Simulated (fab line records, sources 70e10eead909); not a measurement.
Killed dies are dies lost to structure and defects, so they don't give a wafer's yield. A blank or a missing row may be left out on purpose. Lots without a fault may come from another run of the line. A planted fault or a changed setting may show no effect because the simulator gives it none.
Problem report in the 8D (eight disciplines) form, filled by code | flow nand_harc | the parts of the form that need people (team, actions taken, sign-off) are left out

1. THE PROBLEM
run_length_s at NHARC_P_BONDPAD_ETCH_24 reads a mean of 73.2 s on 2 wafers of 2 lots; wafers without a fault read 94.5 s with a standard deviation of 0.48. That is -44 standard deviations from the usual mean.
The step: etches the open film in CF4/N2, target depth 30 nm, time 72.99 s.
First seen on wafer L129.4, day 8 12:40, on rie_diel-09. The record holds 32 wafers of 12 lots with a number at this step. Rule for "out", or "out of limits": more than 4 standard deviations from the usual mean. The other wafers with a number count as sound.

2. WHAT IT IS AND WHAT IT IS NOT
question                    | is                     | is not
which readings at this step | run_length_s           | drypump_motor_current_A, oes_product_au, rf_vpp_V, showerhead_plenum_p_Torr
which lots                  | L129, L130             | L121, L122, L123, L125, L131, L132, L137, L139, L143, L144
which wafers of those lots  | all that have a number | -
read on which tools         | rie_diel-09            | rie_diel-05, rie_diel-11
when                        | from day 8 12:40       | up to then (12 sound wafers); but 18 sound wafers of L131, L132, L137, L139, L143, L144 came after

3. SUSPECTS, AND WHAT RULES EACH OUT
Counting: a tool at a process step up to the reading stays a suspect if it ran every lot that is out and no sound lot after the first of them.
- rie_diel-06 at NHARC_P_M2_ETCH_35 (etches the open film in N2/H2, target depth 40 nm, overetch 12 nm, time 43.94 s): ruled out as a lasting fault. Sound lots L132, L139, L143 ran on it after its first lot that is out, L129 (day 8 07:32).
- pvd_sputter-02 at NHARC_P_M2_PVD_20 (deposits TaN, target thk 5 nm, time 8.06 s): kept. It ran every lot that is out, first L129 (day 8 12:40), and no sound lot after that; its last sound lot up to then is L121 (day 6 20:50). NHARC_P_M2_PVD_20 gives no start for some lots, so the hours and the order of its lots are those of NHARC_P_BONDPAD_ETCH_24.
- rie_diel-09 at NHARC_P_BONDPAD_ETCH_24 (etches the open film in CF4/N2, target depth 30 nm, time 72.99 s): kept. It ran every lot that is out, first L129 (day 8 12:40), and no sound lot after that; its last sound lot up to then is L125 (day 7 06:15). Its own readings are out on those wafers: run_length_s.
Left after counting: pvd_sputter-02 at NHARC_P_M2_PVD_20, rie_diel-09 at NHARC_P_BONDPAD_ETCH_24.

4. THE CAUSE (what the simulator had put in)
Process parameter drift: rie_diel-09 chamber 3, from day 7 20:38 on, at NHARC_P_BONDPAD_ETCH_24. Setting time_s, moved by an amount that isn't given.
Counting left 2 suspects, and this tool is among them.

5. THE CHAIN OF EFFECTS, in route order
Each row: a reading whose mean over the struck wafers that have a number lies more than 3 standard deviations from the usual. Only readings for which the record gives a usual standard deviation are gone through. hours: the time from each lot's start at the first step in this table that gives one to its start at this step, as a median over the lots. sigmas: the change in usual standard deviations.
hours | step                    | reading      | usual  | on struck wafers | change | sigmas
0     | NHARC_P_BONDPAD_ETCH_24 | run_length_s | 94.5 s | 73.2             | -21.3  | -44
The process steps in it:
- NHARC_P_BONDPAD_ETCH_24: etches the open film in CF4/N2, target depth 30 nm, time 72.99 s.
Later measuring or inspecting steps at which every struck wafer that the step has a row for has a number for every such reading, and none has moved that far: NHARC_A_START_INSPECT_01.

6. WHAT WOULD HAVE CAUGHT IT SOONER
In this record the first reading out of limits was taken at day 8 12:40, 16 hours after the fault began at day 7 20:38.
